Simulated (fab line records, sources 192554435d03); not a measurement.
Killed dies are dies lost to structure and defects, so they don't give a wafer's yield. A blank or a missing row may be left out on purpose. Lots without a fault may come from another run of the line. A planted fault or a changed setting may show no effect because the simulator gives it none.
A struck lot beside a sound one | flow n5_finfet | 14 steps out of a route of 1938
Sound: wafers L242.1, L242.3, L242.5. Struck: wafers L260.2, L260.3, L260.5. The cause comes at the end.
At each step with rows: each side's tool, then ch and its chambers, then its first start. Under that, the readings that differ: sound wafers | struck wafers | difference of the means | sigmas: that difference in standard deviations of wafers without a fault.
alike: readings whose means differ by less than 2 such deviations, and words and numbers that are the same on both sides. not compared: withheld readings, readings that some wafer has no value for, bounds like >300 that may hide the same value, and numbers for which the record gives no deviation and whose values overlap.
The two part at a step that has a row with sigmas, a row that says differs or no value, or rows on one side only. Numbers that don't overlap but have no deviation are shown without sigmas and don't part them. A reading that every wafer of one side lacks parts them only if that side has two wafers or more.

N5_BEOL_M8_INSPECT_58: inspects for defects (darkfield).
  sound on defect_inspect-02, day 9 03:52; struck on defect_inspect-01, day 14 11:04
  alike: raw_defect_count
N5_BEOL_M9_ILD_DEP_00: deposits SiCOH lowk from DEMS/porogen, target thk 308.51 nm, time 58 s.
  sound on pecvd-03 ch 1,2, day 9 03:55; struck on pecvd-03 ch 1,2, day 14 11:07
  alike: heater_power_w, showerhead_plenum_p_Torr, throttle_valve_pct
N5_BEOL_M9_CURE_71: cures SiCOH lowk, time 240 s.
  sound on uv_cure-03 ch 1, day 9 03:59; struck on uv_cure-01 ch 0, day 14 11:16
  alike: lamp_power_pct, wafer_temp_C_max
N5_BEOL_M9_THK_MEAS_01:
  sound on film_metro-02, day 9 04:30; struck on film_metro-02, day 14 11:42
  alike: M9_ILD_THK
N5_BEOL_M9_PECVD_70: deposits SiO2 from TEOS/O2, target thk 20 nm, time 22.7 s.
  sound on pecvd-04 ch 1,2, day 9 04:32; struck on pecvd-02 ch 0,1,2, day 14 11:44
  alike: heater_power_w, showerhead_plenum_p_Torr, throttle_valve_pct
N5_BEOL_M9_HM_DEP_02: deposits TiN, target thk 20 nm.
  sound on pvd_sputter-01, day 9 06:48; struck on pvd_sputter-03, day 14 12:41
  alike: throttle_valve_pct
then, 6 steps without rows for these wafers: N5_BEOL_M9_COAT_59 (time 60 s, resist thk 100 nm); N5_BEOL_M9_COAT_60 (time 60 s, resist thk 30 nm); N5_BEOL_M9_COAT_05 (resist thk 90 nm); N5_BEOL_M9_EBR_07; N5_BEOL_M9_SOFTBAKE_06 (time 60 s); N5_BEOL_M9_EXPOSE_08 (exposes mask M9).
N5_BEOL_M9_PEB_09: peb time 60 s.
  sound on litho_track-04 ch 0, day 9 07:06; struck on litho_track-01, day 14 13:00
  no value came back on the struck wafers for chill_plate_temp_C (C), exhaust_pa (Pa), peb_time_s (s); on the sound wafers chill_plate_temp_C (C) reads 22.94 22.93 22.88
then, 1 step without rows for these wafers: N5_BEOL_M9_DEVELOP_10 (develop time 30 s).

WHERE THEY PART
Only at N5_BEOL_M9_PEB_09, within this record.

WHY: what the simulator had put in
Skipped step whole: litho_track-01, from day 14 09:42 on, at N5_BEOL_M9_PEB_09. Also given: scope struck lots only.
